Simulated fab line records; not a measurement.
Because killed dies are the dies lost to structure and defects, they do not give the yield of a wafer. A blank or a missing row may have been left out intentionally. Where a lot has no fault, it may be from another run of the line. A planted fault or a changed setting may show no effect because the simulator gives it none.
Matching of chambers + flow n5Finfet + N5_SPACER0_ALD_00 on aldSin-04: 4 sister chambers
The step deposits SiOCN, target thk 3.5 nm, pulse time 3 s, purge time 2 s. 16 wafers are shown with their chamber, then 8 later ones without.

## WAFERS PAIRED WITH THEIR CHAMBERS
| wafer  | chamber | heaterPowerW (W) | precursorPulseHeightRel |
|--------|---------|------------------|-------------------------|
| L077.3 | 0       | 830              | 1.010                   |
| L077.5 | 3       | 720              | 1.014                   |
| L077.6 | 0       | 819              | 1.038                   |
| L081.1 | 0       | 833              | 1.014                   |
| L081.2 | 2       | 815              | 0.956                   |
| L081.3 | 3       | 709              | 1.009                   |
| L082.1 | 0       | 828              | 1.022                   |
| L082.3 | 1       | 713              | 1.003                   |
| L082.5 | 1       | 726              | 1.004                   |
| L085.2 | 2       | 817              | 0.980                   |
| L085.5 | 2       | 800              | 1.017                   |
| L085.6 | 3       | 707              | 1.007                   |
| L086.3 | 3       | 726              | 1.005                   |
| L086.4 | 1       | 717              | 0.989                   |
| L086.5 | 0       | 841              | 1.005                   |
| L088.2 | 2       | 788              | 0.979                   |

SIGNATURES, as means of the wafers listed above
| reading                 | chamber 0 | chamber 1 | chamber 2 | chamber 3 | scatter within a chamber |
|-------------------------|-----------|-----------|-----------|-----------|--------------------------|
| heaterPowerW            | 830.20    | 718.67    | 805.00    | 715.50    | 9.77                     |
| precursorPulseHeightRel | 1.01780   | 0.99867   | 0.98300   | 1.00875   | 0.0152                   |
Rule: distance of a wafer from a chamber = root of the sum over the readings of ((wafer's reading minus chamber's mean) / reading's scatter) squared. If the next closest chamber is less than 2 further off than the closest, the wafer can't be placed; otherwise it belongs to the closest. The scatter: the root of (the sum of the squares of (reading less its chamber's mean) over the shown wafers, divided by (wafers less chambers)).

## WAFERS WITHOUT THEIR CHAMBER
| wafer  | heaterPowerW (W) | precursorPulseHeightRel |
|--------|------------------|-------------------------|
| L088.3 | 734              | 0.996                   |
| L088.5 | 840              | 1.010                   |
| L096.1 | 715              | 0.987                   |
| L096.3 | 803              | 0.997                   |
| L096.4 | 824              | 0.997                   |
| L097.1 | 787              | 0.977                   |
| L097.3 | 819              | 0.991                   |
| L097.6 | 823              | 0.977                   |

## WHICH CHAMBER EACH ONE RAN IN
| wafer  | from the rows above     | in truth |
|--------|-------------------------|----------|
| L088.3 | can't be placed: 1 or 3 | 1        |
| L088.5 | 0                       | 0        |
| L096.1 | can't be placed: 1 or 3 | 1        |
| L096.3 | 2                       | 2        |
| L096.4 | can't be placed: 0 or 2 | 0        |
| L097.1 | 2                       | 2        |
| L097.3 | can't be placed: 2 or 0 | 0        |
| L097.6 | can't be placed: 2 or 0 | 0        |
3 of 8 placed correctly. From these rows, 5 cannot be placed; in 5 the true chamber is one of the candidates. Number placed wrongly: 0.
